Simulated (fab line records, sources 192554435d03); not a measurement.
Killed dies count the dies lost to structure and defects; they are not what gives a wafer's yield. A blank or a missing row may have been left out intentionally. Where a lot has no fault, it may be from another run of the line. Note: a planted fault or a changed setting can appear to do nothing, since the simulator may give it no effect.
Matching of chambers || flow n5_finfet || ald_sin-01 running N5_SPACER0_ALD_08: 4 sister chambers
The step deposits SiNx, target thk 2 nm. 14 wafers are shown with their chamber, then 7 later ones without.

## WAFERS WITH THEIR CHAMBER
{"wafer": "L075.1", "chamber": 1, "heater_power_w (W)": 849, "susceptor_temp_C (C)": 399.96}
{"wafer": "L075.3", "chamber": 0, "heater_power_w (W)": 697, "susceptor_temp_C (C)": 399.68}
{"wafer": "L075.5", "chamber": 0, "heater_power_w (W)": 698, "susceptor_temp_C (C)": 399.74}
{"wafer": "L080.1", "chamber": 2, "heater_power_w (W)": 859, "susceptor_temp_C (C)": 399.82}
{"wafer": "L080.4", "chamber": 0, "heater_power_w (W)": 710, "susceptor_temp_C (C)": 399.66}
{"wafer": "L080.5", "chamber": 3, "heater_power_w (W)": 914, "susceptor_temp_C (C)": 400.25}
{"wafer": "L081.3", "chamber": 1, "heater_power_w (W)": 871, "susceptor_temp_C (C)": 400.21}
{"wafer": "L081.4", "chamber": 3, "heater_power_w (W)": 897, "susceptor_temp_C (C)": 400.27}
{"wafer": "L081.6", "chamber": 2, "heater_power_w (W)": 882, "susceptor_temp_C (C)": 400.18}
{"wafer": "L082.1", "chamber": 3, "heater_power_w (W)": 920, "susceptor_temp_C (C)": 400.26}
{"wafer": "L082.2", "chamber": 2, "heater_power_w (W)": 883, "susceptor_temp_C (C)": 400.06}
{"wafer": "L082.4", "chamber": 0, "heater_power_w (W)": 711, "susceptor_temp_C (C)": 400.12}
{"wafer": "L085.3", "chamber": 1, "heater_power_w (W)": 858, "susceptor_temp_C (C)": 399.77}
{"wafer": "L085.5", "chamber": 1, "heater_power_w (W)": 848, "susceptor_temp_C (C)": 400.10}

SIGNATURES, as means of the wafers listed above
{"reading": "heater_power_w", "chamber 0": 704.00, "chamber 1": 856.50, "chamber 2": 874.67, "chamber 3": 910.33, "scatter within a chamber": 10.8}
{"reading": "susceptor_temp_C", "chamber 0": 399.8000, "chamber 1": 400.0100, "chamber 2": 400.0200, "chamber 3": 400.2600, "scatter within a chamber": 0.178}
Rule: a wafer lies at a distance from a chamber equal to the root of the sum of squares, over the readings, of (its reading less the chamber's mean, divided by the reading's scatter). If the next closest chamber is less than 2 further off than the closest, the wafer can't be placed; otherwise it belongs to the closest. The scatter: take each reading less its chamber's mean, square it, sum over the shown wafers, divide by the number of wafers less the number of chambers, and take the root.

## WAFERS WITHOUT THEIR CHAMBER
{"wafer": "L085.6", "heater_power_w (W)": 897, "susceptor_temp_C (C)": 400.26}
{"wafer": "L086.1", "heater_power_w (W)": 849, "susceptor_temp_C (C)": 399.63}
{"wafer": "L086.3", "heater_power_w (W)": 693, "susceptor_temp_C (C)": 400.14}
{"wafer": "L086.4", "heater_power_w (W)": 909, "susceptor_temp_C (C)": 400.00}
{"wafer": "L088.1", "heater_power_w (W)": 837, "susceptor_temp_C (C)": 399.84}
{"wafer": "L088.3", "heater_power_w (W)": 917, "susceptor_temp_C (C)": 400.18}
{"wafer": "L088.4", "heater_power_w (W)": 874, "susceptor_temp_C (C)": 400.21}

## CHAMBER TAKEN BY EACH
{"wafer": "L085.6", "from the rows above": "can't be placed: 3 or 2", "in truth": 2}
{"wafer": "L086.1", "from the rows above": "can't be placed: 1 or 2", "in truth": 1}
{"wafer": "L086.3", "from the rows above": 0, "in truth": 0}
{"wafer": "L086.4", "from the rows above": "can't be placed: 3 or 2", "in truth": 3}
{"wafer": "L088.1", "from the rows above": "can't be placed: 1 or 2", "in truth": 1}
{"wafer": "L088.3", "from the rows above": 3, "in truth": 3}
{"wafer": "L088.4", "from the rows above": "can't be placed: 2 or 1", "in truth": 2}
Correct placement for 2 of the 7. Can't be placed from these rows: 5 (the true chamber is among the candidates in 5). Placed wrongly: 0.
